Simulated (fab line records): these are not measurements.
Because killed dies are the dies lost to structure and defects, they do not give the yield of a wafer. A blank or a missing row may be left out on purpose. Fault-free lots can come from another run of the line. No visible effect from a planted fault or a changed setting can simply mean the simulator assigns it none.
A struck lot beside a sound one | flow n5 finfet | 21 steps out of a route of 1938
Sound: these wafers, L592.2, L592.5, L592.6. The struck wafers were L582.2, L582.5, L582.6. The cause is given at the end.
Order at every step that has rows: each side's tool, ch and its chambers, its first start. Under that, the readings that differ: sound wafers | struck wafers | difference of the means | sigmas: that difference in standard deviations of wafers without a fault.
alike: a reading whose means differ by less than 2 such deviations, as well as words and numbers matching on both sides. not compared: withheld readings; readings where some wafer has no value; bounds like >300 that might hide an equal value; numbers whose values overlap and for which the record gives no deviation.
Wherever a step has rows on one side only, a row that says differs or no value, or a row with sigmas, the two part there. Numbers that don't overlap but have no deviation are shown without sigmas and don't part them. A reading missing from all wafers of one side parts the sides only when that side holds two or more wafers.

first, 6 steps without rows for these wafers: N5_BEOL_M4_COAT_05 (resist thk 30 nm); N5_BEOL_M4_EBR_07; N5_BEOL_M4_SOFTBAKE_06 (time 60 s); N5_BEOL_M4_EXPOSE_08 (exposes mask M4); N5_BEOL_M4_PEB_09 (peb time 60 s); N5_BEOL_M4_DEVELOP_10 (develop time 30 s).
N5_BEOL_M4_CD_MEAS_11: target cd 16.79 nm.
  sound on cd sem-02 ch 0, day 11 08:27; struck on cd sem-03 ch 0, day 9 04:32
  alike: cd nm
N5_BEOL_M4_OVL_MEAS_12:
  sound on overlay-01 ch 0, day 11 08:29; struck on overlay-02 ch 0, day 9 04:34
  alike: M4_OVL
N5_BEOL_M4_INSPECT_13: inspects for defects (brightfield).
  sound: defect inspect-01 at day 11 08:32; struck: defect inspect-01 at day 9 04:37
  alike: raw defect count
N5_BEOL_M4_DESCUM_16: chemistry O2, time 7 s.
  sound on rie diel-06 ch 1,3, day 11 08:35; struck on rie diel-05 ch 1,2, day 9 04:50
  alike: drypump motor current A, oes product au, rf vpp V, showerhead plenum p Torr, throttle valve pct
  not compared: rf hours counter h
N5_BEOL_M4_ETCH_74: etches underlayer in N2/H2, target depth 6.5 nm, time 5.2 s.
  sound on rie diel-06 ch 1,3, day 11 08:37; struck on rie diel-05 ch 1,2, day 9 04:53
  reading    | sound             | struck            | difference | sigmas
  bias w (W) | 149.6 150.1 148.9 | 151.2 150.3 149.8 | +0.9       | +2
  alike: chamber pressure mTorr, drypump motor current A, etch rf on time s, oes product au, rf vpp V, showerhead plenum p Torr, throttle valve pct
  not compared: rf hours counter h
N5_BEOL_M4_ETCH_63: etches SiARC in CF4, target depth 15.6 nm, time 26 s.
  sound on rie diel-06 ch 1,3, day 11 08:38; struck on rie diel-05 ch 1,2, day 9 04:53
  reading              | sound             | struck         | difference | sigmas
  cf4 flow sccm (sccm) | 100.4 100.7 100.1 | 99.6 99.4 99.8 | -0.8       | -3
  alike: bias w, drypump motor current A, etch rf on time s, oes product au, rf vpp V, showerhead plenum p Torr, throttle valve pct
  not compared: rf hours counter h
N5_BEOL_M4_ETCH_64: etches SOC in N2/H2, target depth 75 nm, overetch 22.5 nm, time 121.9 s.
  sound on rie diel-06 ch 1,3, day 11 08:40; struck on rie diel-05 ch 1,2, day 9 04:55
  no value came back on the struck wafers for any of 7 readings (bias w (W), chamber pressure mTorr (mTorr) and others); on the sound wafers bias w (W) reads 150.5 150.3 149.9
  reading                                         | sound       | struck       | difference | sigmas
  model.CAR-EUV_of_BEOL_M4_COAT_05.thk nm (nm)    | 0 0 0       | 11.2 11.2 11 | +11.1      |
  model.SiARC_of_BEOL_M4_COAT_62.thk nm (nm)      | 6.2 6.2 6.2 | 12 12 12     | +6         |
  model.underlayer_of_BEOL_M4_COAT_73.thk nm (nm) | 0 0 0       | 5 5 5        | +5         |
  not compared: rf hours counter h
then, 2 steps without rows for these wafers: N5_BEOL_M4_STRIP_65 (strips in N2/H2); N5_BEOL_M4_STRIP_75 (strips in N2/H2).
N5_BEOL_M4_STRIP_66: strips in CF4.
  sound on rie diel-06 ch 1,3, day 11 08:47; struck on rie diel-05 ch 1,2, day 9 05:03
  alike: drypump motor current A, oes product au, rf vpp V, showerhead plenum p Torr, throttle valve pct
  not compared: rf hours counter h
N5_BEOL_M4_HM_OPEN_17: chemistry Cl2/BCl3, target TiN, target depth 20 nm, overetch 6 nm.
  sound on rie metal-03 ch 0,1, day 11 08:50; struck on rie metal-01 ch 0,1, day 9 05:05
  reading                | sound             | struck            | difference | sigmas
  oes product au (a.u.)  | 0.74 0.63 0.74    | 0.30 0.30 0.33    | -0.39      | -8
  throttle valve pct (%) | 21.81 22.08 21.83 | 22.87 22.87 22.64 | +0.89      | +6
  alike: bcl3 flow sccm, drypump motor current A
  not compared: rf hours counter h
N5_BEOL_M4_STRIP_19: strips in O2.
  sound on rie diel-06 ch 1,3, day 11 08:56; struck on rie diel-04 ch 2,3, day 9 05:18
  alike: drypump motor current A, oes product au, rf vpp V, showerhead plenum p Torr, throttle valve pct
  not compared: rf hours counter h
N5_BEOL_M4_CD_MEAS_18: pitch 36 nm, target cd 18 nm.
  sound: cd sem-02 at day 11 09:01; struck: cd sem-01 at day 9 05:22
  reading    | sound          | struck | difference                    | sigmas
  cd nm (nm) | 17.8 18.0 18.0 | - - -  | no value on the struck wafers |
then, 1 step without rows for these wafers: N5_BEOL_M4_COAT_67 (time 60 s, resist thk 60 nm).
N5_BEOL_M4_RC_MEAS_101:
  the record has rows for the sound wafers here (prober-01 ch 0, day 11 16:19) and none for the struck ones

WHERE THEY PART
At N5_BEOL_M4_ETCH_74 first; at N5_BEOL_M4_RC_MEAS_101 last (within this record only).

WHY: whatever the simulator had introduced
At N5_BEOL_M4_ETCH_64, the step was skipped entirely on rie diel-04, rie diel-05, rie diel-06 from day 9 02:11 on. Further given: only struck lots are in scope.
